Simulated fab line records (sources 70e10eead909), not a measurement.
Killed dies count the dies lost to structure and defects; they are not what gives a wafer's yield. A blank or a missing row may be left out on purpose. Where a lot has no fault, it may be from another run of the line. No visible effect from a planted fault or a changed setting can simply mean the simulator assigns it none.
A struck lot beside a sound one	flow nand harc	14 out of 1302 route steps
Sound: the wafers L763.1, L763.2, L763.3. Struck: wafers L754.2, L754.4, L754.6. Last of all comes the cause.
At each step with rows: each side's tool, then ch and its chambers, then its first start. Under that, the readings that differ: sound wafers	struck wafers	difference of the means	sigmas: that difference in standard deviations of wafers without a fault.
alike: readings whose means differ by less than 2 such deviations, and words and numbers that are the same on both sides. not compared: withheld readings, readings that some wafer has no value for, bounds like >300 that may hide the same value, and numbers for which the record gives no deviation and whose values overlap.
The two part at a step that has a row with sigmas, a row that says differs or no value, or rows on one side only. Numbers that don't overlap but have no deviation are shown without sigmas and don't part them. A reading missing from all wafers of one side parts the sides only when that side holds two or more wafers.

NHARC_P_GATE_ALD_36: deposits SiNx, target thk 20 nm, pulse time 60 s, ald cycles 223.
  sound on ald sin-03 ch 0,2,3, day 12 16:22; struck on ald sin-01 ch 1,3, day 9 00:41
  alike: heater power w, precursor pulse height rel, susceptor temp C
NHARC_P_GATE_ETCHBACK_37: etches the open film in CHF3/O2, target depth 34.5 nm, time 17.2 s.
  sound: rie diel-05 ch 1,2,3; struck: rie diel-07 ch 2,3
  alike: chf3 flow sccm, drypump motor current A, oes product au, rf vpp V, showerhead plenum p Torr, throttle valve pct
  not compared: rf hours counter h
NHARC_P_GATE_STRIP_101: strips in O2, time 20 s.
  sound on rie diel-05 ch 0,2,3, day 13 04:14; struck on rie diel-07 ch 0,1,2, day 9 11:01
  alike: drypump motor current A, oes product au, rf vpp V, showerhead plenum p Torr, throttle valve pct
  not compared: rf hours counter h
then, 9 steps without rows for these wafers: NHARC_P_GATE_PRECLEAN_97 (cleans in SPM, time 600 s); NHARC_P_GATE_SRD_98; NHARC_P_GATE_PRECLEAN_99 (cleans in SC1); NHARC_P_GATE_SRD_100; NHARC_P_GATE_DEHYDRATE_38 (time 120 s); NHARC_P_GATE_HMDS_39 (time 30 s); NHARC_P_GATE_COAT_40; NHARC_P_GATE_SOFTBAKE_41 (time 95 s); NHARC_P_GATE_EBR_42.
NHARC_P_GATE_EXPOSE_43: exposes mask P NSD, target cd 720 nm.
  struck on krf scanner-04, day 9 11:46; sound on krf scanner-01 ch 0, day 13 05:00
  no value came back on the struck wafers for exposure dose mJ cm2, focus offset nm (nm); on the sound wafers exposure dose mJ cm2 reads 14.769 14.791 14.781
  alike: mask
then, 1 step without rows for these wafers: NHARC_P_GATE_PEB_44 (peb time 85 s).

== WHERE THEY PART ==
Only at NHARC_P_GATE_EXPOSE_43, as far as this record shows.

WHY: the cause the simulator had injected
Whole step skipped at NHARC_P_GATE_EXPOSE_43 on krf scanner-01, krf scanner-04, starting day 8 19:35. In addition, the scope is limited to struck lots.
